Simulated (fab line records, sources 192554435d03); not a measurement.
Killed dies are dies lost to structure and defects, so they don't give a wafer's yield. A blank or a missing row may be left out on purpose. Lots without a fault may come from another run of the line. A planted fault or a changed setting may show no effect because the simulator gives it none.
Which tool did it? | flow n5_finfet | 24 lots, 72 wafers sampled, at 5 steps of a route of 1938

WHAT THE GAUGES READ, wafer by wafer
N5_BEOL_M6_CD_MEAS_18: pitch 80 nm, target cd 40 nm. Usual: cd_nm 40.3 nm, standard deviation 0.72.
lot  | measured     | on        | cd_nm (nm)     | flag
L074 | day 8 03:16  | cd_sem-01 | 41.3 40.6 41.1 |
L075 | day 8 17:16  | cd_sem-01 | 40.3 40.4 39.8 |
L078 | day 9 01:36  | cd_sem-01 | 39.3 39.5 38.3 |
L077 | day 9 06:41  | cd_sem-01 | 41.1 40.4 39.4 |
L076 | day 9 06:53  | cd_sem-02 | 39.8 39.4 39.4 |
L079 | day 9 10:29  | cd_sem-02 | 40.3 40.4 39.4 |
L080 | day 9 20:14  | cd_sem-02 | 40.1 39.7 39.9 |
L081 | day 10 06:18 | cd_sem-01 | 40.4 40.1 39.6 |
L083 | day 10 08:58 | cd_sem-01 | 40.9 40.1 40.0 |
L082 | day 10 13:21 | cd_sem-02 | 41.6 40.0 39.7 |
L084 | day 10 15:54 | cd_sem-02 | 40.6 39.7 39.2 |
L085 | day 11 12:01 | cd_sem-01 | 40.6 40.9 41.6 |
L086 | day 11 16:56 | cd_sem-01 | 41.8 41.7 41.0 |
L087 | day 11 17:10 | cd_sem-01 | 40.5 40.4 41.2 |
L088 | day 11 21:20 | cd_sem-02 | 40.2 40.0 39.5 |
L089 | day 11 23:49 | cd_sem-02 | 39.7 40.6 40.0 |
L090 | day 12 13:01 | cd_sem-02 | 39.6 39.5 40.1 |
L092 | day 12 21:44 | cd_sem-01 | 40.3 40.1 39.7 |
L091 | day 12 22:18 | cd_sem-02 | 40.6 41.5 41.5 |
L093 | day 13 06:25 | cd_sem-02 | 40.5 40.5 40.3 |
L095 | day 13 16:43 | cd_sem-01 | 40.9 40.6 40.5 |
L094 | day 13 23:25 | cd_sem-01 | 39.3 40.0 40.8 |
L096 | day 14 01:47 | cd_sem-02 | 40.9 41.1 41.3 |
L097 | day 14 18:43 | cd_sem-02 | 40.8 39.2 40.8 |

N5_BEOL_M6_OCD_MEAS_38. Usual: trench_depth_nm 94.8 nm, standard deviation 2.
lot  | measured     | on     | trench_depth_nm (nm) | flag
L074 | day 8 04:45  | ocd-02 | 98.7 99.3 95.7       |
L075 | day 8 19:58  | ocd-01 | 91.2 93.6 93.6       |
L078 | day 9 02:35  | ocd-01 | 97.8 97.1 98.3       |
L077 | day 9 08:59  | ocd-02 | 93.7 92.8 94.2       |
L076 | day 9 09:31  | ocd-02 | 93.6 92.7 94.0       |
L079 | day 9 11:21  | ocd-01 | 95.0 92.3 95.5       |
L080 | day 9 21:49  | ocd-02 | 96.8 94.6 97.2       |
L081 | day 10 07:52 | ocd-02 | 92.9 93.3 92.7       |
L083 | day 10 11:24 | ocd-01 | 93.7 93.4 95.9       |
L082 | day 10 16:00 | ocd-02 | 98.5 93.1 97.8       |
L084 | day 10 18:09 | ocd-02 | 96.7 94.1 96.2       |
L085 | day 11 13:59 | ocd-01 | 92.4 92.6 93.2       |
L086 | day 11 20:22 | ocd-02 | 92.9 98.5 93.7       |
L087 | day 11 20:32 | ocd-02 | 96.2 95.7 95.5       |
L088 | day 11 22:28 | ocd-02 | 95.9 95.4 93.8       |
L089 | day 12 00:40 | ocd-01 | 95.8 95.8 95.7       |
L090 | day 12 16:10 | ocd-01 | 93.2 96.7 96.3       |
L092 | day 12 22:58 | ocd-02 | 93.0 94.3 94.4       |
L091 | day 12 23:22 | ocd-02 | 94.9 93.3 93.6       |
L093 | day 13 07:43 | ocd-02 | 96.3 95.9 96.2       |
L095 | day 13 22:23 | ocd-01 | 96.9 96.6 96.5       |
L094 | day 14 02:56 | ocd-02 | 91.8 93.9 92.4       |
L096 | day 14 03:20 | ocd-02 | 93.7 93.6 92.9       |
L097 | day 14 20:05 | ocd-01 | 95.4 93.3 95.3       |

N5_BEOL_M6_THK_MEAS_53: measures by xrf. Usual: M6_THK 79.8 nm, standard deviation 2.4.
lot  | measured     | on            | M6_THK (nm)    | flag
L074 | day 8 08:47  | film_metro-01 | 82.4 85.2 79.4 |
L075 | day 8 22:31  | film_metro-02 | 77.3 80.4 79.4 |
L078 | day 9 06:58  | film_metro-02 | 82.4 80.0 85.0 |
L077 | day 9 11:30  | film_metro-01 | 78.3 79.8 79.0 |
L076 | day 9 12:14  | film_metro-01 | 77.7 77.1 76.2 |
L079 | day 9 13:58  | film_metro-02 | 78.2 75.6 78.0 |
L080 | day 10 01:49 | film_metro-01 | 85.0 81.8 81.9 |
L081 | day 10 12:11 | film_metro-02 | 77.3 79.9 76.8 |
L083 | day 10 13:45 | film_metro-02 | 77.0 76.4 79.4 |
L082 | day 10 18:29 | film_metro-01 | 83.2 79.8 81.7 |
L084 | day 10 21:13 | film_metro-01 | 80.8 79.9 81.8 |
L085 | day 11 17:14 | film_metro-01 | 77.3 78.4 79.8 |
L086 | day 11 23:50 | film_metro-02 | 77.4 84.5 78.2 |
L087 | day 11 23:58 | film_metro-02 | 80.6 79.8 79.9 |
L088 | day 12 01:27 | film_metro-02 | 82.7 80.0 80.9 |
L089 | day 12 02:44 | film_metro-01 | 80.7 80.6 79.6 |
L090 | day 12 18:35 | film_metro-02 | 77.1 81.8 80.7 |
L092 | day 13 03:00 | film_metro-02 | 78.8 78.8 77.8 |
L091 | day 13 03:25 | film_metro-02 | 78.0 79.1 77.4 |
L093 | day 13 10:07 | film_metro-01 | 82.4 80.2 81.3 |
L095 | day 14 01:20 | film_metro-01 | 82.5 85.3 82.3 |
L094 | day 14 04:52 | film_metro-02 | 78.2 80.2 77.8 |
L096 | day 14 05:19 | film_metro-01 | 75.6 77.8 76.5 |
L097 | day 14 22:28 | film_metro-02 | 78.2 76.6 77.5 |

WHICH TOOL RAN EACH LOT (tool, then ch and the chambers of the sampled wafers, then the start)
lot  | N5_BEOL_M6_HM_OPEN_17             | N5_BEOL_M6_ETCH_72
L074 | rie_metal-01 ch 0,1, day 8 03:05  | rie_diel-06 ch 0,2,3, day 8 04:22
L075 | rie_metal-02 ch 0,1, day 8 17:05  | rie_diel-01 ch 0,2,3, day 8 19:34
L078 | rie_metal-03 ch 0,1, day 9 01:23  | rie_diel-06 ch 0,1,3, day 9 02:12
L077 | rie_metal-02 ch 0,1, day 9 06:27  | rie_diel-01 ch 1,2,3, day 9 08:35
L076 | rie_metal-03 ch 1, day 9 06:33    | rie_diel-01 ch 0,1,3, day 9 09:07
L079 | rie_metal-01 ch 0,1, day 9 10:17  | rie_diel-02 ch 0,1,2, day 9 10:57
L080 | rie_metal-01 ch 0,1, day 9 19:58  | rie_diel-06 ch 0,1,2, day 9 21:25
L081 | rie_metal-01 ch 0,1, day 10 06:01 | rie_diel-01 ch 0,3, day 10 07:28
L083 | rie_metal-02 ch 1, day 10 08:43   | rie_diel-01 ch 0,2, day 10 11:01
L082 | rie_metal-03 ch 0,1, day 10 13:08 | rie_diel-06 ch 1,2,3, day 10 15:36
L084 | rie_metal-02 ch 1, day 10 15:30   | rie_diel-02 ch 1,2,3, day 10 17:46
L085 | rie_metal-03 ch 1, day 11 11:45   | rie_diel-01 ch 0,1,2, day 11 13:35
L086 | rie_metal-02 ch 0,1, day 11 16:47 | rie_diel-06 ch 2,3, day 11 19:58
L087 | rie_metal-01 ch 0,1, day 11 16:58 | rie_diel-02 ch 2,3, day 11 20:08
L088 | rie_metal-02 ch 0,1, day 11 21:10 | rie_diel-02 ch 0,1,3, day 11 22:04
L089 | rie_metal-02 ch 0,1, day 11 23:31 | rie_diel-02 ch 0,2,3, day 12 00:17
L090 | rie_metal-03 ch 1, day 12 12:40   | rie_diel-06 ch 0,2,3, day 12 15:47
L092 | rie_metal-02 ch 0, day 12 21:23   | rie_diel-01 ch 0,1,3, day 12 22:35
L091 | rie_metal-01 ch 0,1, day 12 22:07 | rie_diel-01 ch 0,2,3, day 12 22:58
L093 | rie_metal-02 ch 0, day 13 06:03   | rie_diel-02 ch 0,2,3, day 13 07:20
L095 | rie_metal-02 ch 0, day 13 16:22   | rie_diel-06 ch 0,1,3, day 13 22:00
L094 | rie_metal-02 ch 0,1, day 13 23:14 | rie_diel-01 ch 1,2,3, day 14 02:33
L096 | rie_metal-03 ch 1, day 14 01:31   | rie_diel-01 ch 1,2,3, day 14 02:56
L097 | rie_metal-02 ch 1, day 14 18:29   | rie_diel-02 ch 0,1,2, day 14 19:41
- N5_BEOL_M6_HM_OPEN_17: chemistry Cl2/BCl3, target TiN, target depth 20 nm, overetch 6 nm.
- N5_BEOL_M6_ETCH_72: etches underlayer in N2/H2, target depth 6.5 nm, time 5.2 s.

WHAT THE TOOLS THEMSELVES READ (means of the sampled wafers that have a number; where no wafer has one, the mark that the record gives instead)
N5_BEOL_M6_HM_OPEN_17. Usual: drypump_motor_current_A 5.4 A, standard deviation 0.41; he_backside_leak_sccm 3.4 sccm, standard deviation 0.38; oes_product_au 0.64 a.u., standard deviation 0.097; throttle_valve_pct 22.23 %, standard deviation 0.25.
lot  | tool         | drypump_motor_current_A (A) | he_backside_leak_sccm (sccm) | oes_product_au (a.u.) | throttle_valve_pct (%) | flag
L074 | rie_metal-01 | 5.4                         | 3.6                          | 0.73                  | 22.22                  |
L075 | rie_metal-02 | 5.5                         | 3.4                          | 0.55                  | 22.44                  |
L078 | rie_metal-03 | 5.3                         | 3.2                          | 0.73                  | 21.84                  |
L077 | rie_metal-02 | 5.5                         | 3.7                          | 0.55                  | 22.43                  |
L076 | rie_metal-03 | 4.8                         | 3.0                          | 0.73                  | 21.96                  |
L079 | rie_metal-01 | 5.4                         | 3.4                          | 0.72                  | 22.24                  |
L080 | rie_metal-01 | 5.4                         | 3.6                          | 0.72                  | 22.23                  |
L081 | rie_metal-01 | 5.6                         | 3.4                          | 0.69                  | 22.30                  |
L083 | rie_metal-02 | 5.6                         | 3.3                          | 0.53                  | 22.26                  |
L082 | rie_metal-03 | 5.3                         | 3.2                          | 0.73                  | 21.86                  |
L084 | rie_metal-02 | 5.6                         | 3.5                          | 0.53                  | 22.27                  |
L085 | rie_metal-03 | 4.8                         | 3.0                          | 0.71                  | 21.97                  |
L086 | rie_metal-02 | 5.5                         | 3.4                          | 0.53                  | 22.36                  |
L087 | rie_metal-01 | 5.4                         | 3.5                          | 0.69                  | 22.27                  |
L088 | rie_metal-02 | 5.5                         | 4.1                          | 0.54                  | 22.35                  |
L089 | rie_metal-02 | 5.5                         | 3.4                          | 0.54                  | 22.34                  |
L090 | rie_metal-03 | 4.8                         | 2.9                          | 0.71                  | 21.96                  |
L092 | rie_metal-02 | 5.4                         | 3.5                          | 0.55                  | 22.54                  |
L091 | rie_metal-01 | 5.4                         | 3.4                          | 0.68                  | 22.27                  |
L093 | rie_metal-02 | 5.4                         | 3.7                          | 0.54                  | 22.56                  |
L095 | rie_metal-02 | 5.4                         | 3.6                          | 0.54                  | 22.55                  |
L094 | rie_metal-02 | 5.5                         | 3.4                          | 0.64                  | 22.43                  |
L096 | rie_metal-03 | 4.8                         | 3.1                          | 0.70                  | 21.97                  |
L097 | rie_metal-02 | 5.6                         | 3.3                          | 0.82                  | 22.17                  |

N5_BEOL_M6_ETCH_72. Usual: drypump_motor_current_A 5.7 A, standard deviation 0.5; etch_rf_on_time_s 5.15 s, standard deviation 0.14; oes_product_au 0.69 a.u., standard deviation 0.067; rf_vpp_V 523.6 V, standard deviation 2.8; showerhead_plenum_p_Torr 2.53 Torr, standard deviation 0.089; throttle_valve_pct 17.9 %, standard deviation 0.3.
lot  | tool        | drypump_motor_current_A (A) | etch_rf_on_time_s (s) | oes_product_au (a.u.) | rf_vpp_V (V) | showerhead_plenum_p_Torr (Torr) | throttle_valve_pct (%) | flag
L074 | rie_diel-06 | 5.6                         | 4.98                  | 0.69                  | 525.6        | 2.60                            | 18.0                   |
L075 | rie_diel-01 | 5.4                         | 5.25                  | 0.72                  | 525.3        | 2.53                            | 17.7                   |
L078 | rie_diel-06 | 5.9                         | 4.94                  | 0.74                  | 522.8        | 2.54                            | 17.7                   |
L077 | rie_diel-01 | 5.5                         | 5.28                  | 0.72                  | 522.5        | 2.50                            | 17.9                   |
L076 | rie_diel-01 | 5.0                         | 5.23                  | 0.66                  | 521.4        | 2.48                            | 18.0                   |
L079 | rie_diel-02 | 5.9                         | 5.10                  | 0.72                  | 524.2        | 2.58                            | 17.8                   |
L080 | rie_diel-06 | 5.8                         | 4.99                  | 0.70                  | 526.1        | 2.59                            | 17.8                   |
L081 | rie_diel-01 | 4.9                         | 5.32                  | 0.64                  | 523.4        | 2.51                            | 17.8                   |
L083 | rie_diel-01 | 5.7                         | 5.28                  | 0.71                  | 525.0        | 2.57                            | 17.7                   |
L082 | rie_diel-06 | 5.8                         | 5.02                  | 0.69                  | 523.7        | 2.52                            | 18.0                   |
L084 | rie_diel-02 | 6.1                         | 5.11                  | 0.72                  | 523.6        | 2.51                            | 17.7                   |
L085 | rie_diel-01 | 5.3                         | 5.27                  | 0.65                  | 522.9        | 2.51                            | 18.0                   |
L086 | rie_diel-06 | 5.6                         | 5.05                  | 0.62                  | 524.7        | 2.57                            | 18.3                   |
L087 | rie_diel-02 | 5.9                         | 5.10                  | 0.74                  | 524.2        | 2.56                            | 17.8                   |
L088 | rie_diel-02 | 6.0                         | 5.15                  | 0.71                  | 523.6        | 2.53                            | 17.8                   |
L089 | rie_diel-02 | 5.8                         | 5.13                  | 0.73                  | 524.0        | 2.58                            | 17.8                   |
L090 | rie_diel-06 | 5.6                         | 5.02                  | 0.65                  | 524.4        | 2.58                            | 18.1                   |
L092 | rie_diel-01 | 5.0                         | 5.25                  | 0.63                  | 520.9        | 2.46                            | 18.0                   |
L091 | rie_diel-01 | 5.4                         | 5.33                  | 0.68                  | 523.8        | 2.51                            | 17.8                   |
L093 | rie_diel-02 | 5.8                         | 5.12                  | 0.72                  | 525.5        | 2.58                            | 17.8                   |
L095 | rie_diel-06 | 5.9                         | 4.98                  | 0.69                  | 523.6        | 2.53                            | 17.7                   |
L094 | rie_diel-01 | 5.5                         | 5.30                  | 0.67                  | 522.3        | 2.48                            | 18.0                   |
L096 | rie_diel-01 | 5.5                         | 5.23                  | 0.68                  | 522.6        | 2.48                            | 18.0                   |
L097 | rie_diel-02 | 5.9                         | 5.15                  | 0.68                  | 523.8        | 2.57                            | 17.8                   |

THE ANSWER, worked out from the rows above alone
Rule: a lot is off if the mean of its wafers that have a number lies more than 3 standard deviations from the usual mean. A lot without any number at a reading at which 4 lots or more have one is off too. The other lots that the step has rows for count as sound. The gauges are gone through in route order, then the tools' own readings, and for those a lot's mean is taken as printed above. The first step at which some lot is off is used, and at that step the reading that is off furthest; a lot without a number counts as furthest.
No lot is off at any reading shown: from this, nothing can be told.

WHAT THE SIMULATOR HAD PUT IN
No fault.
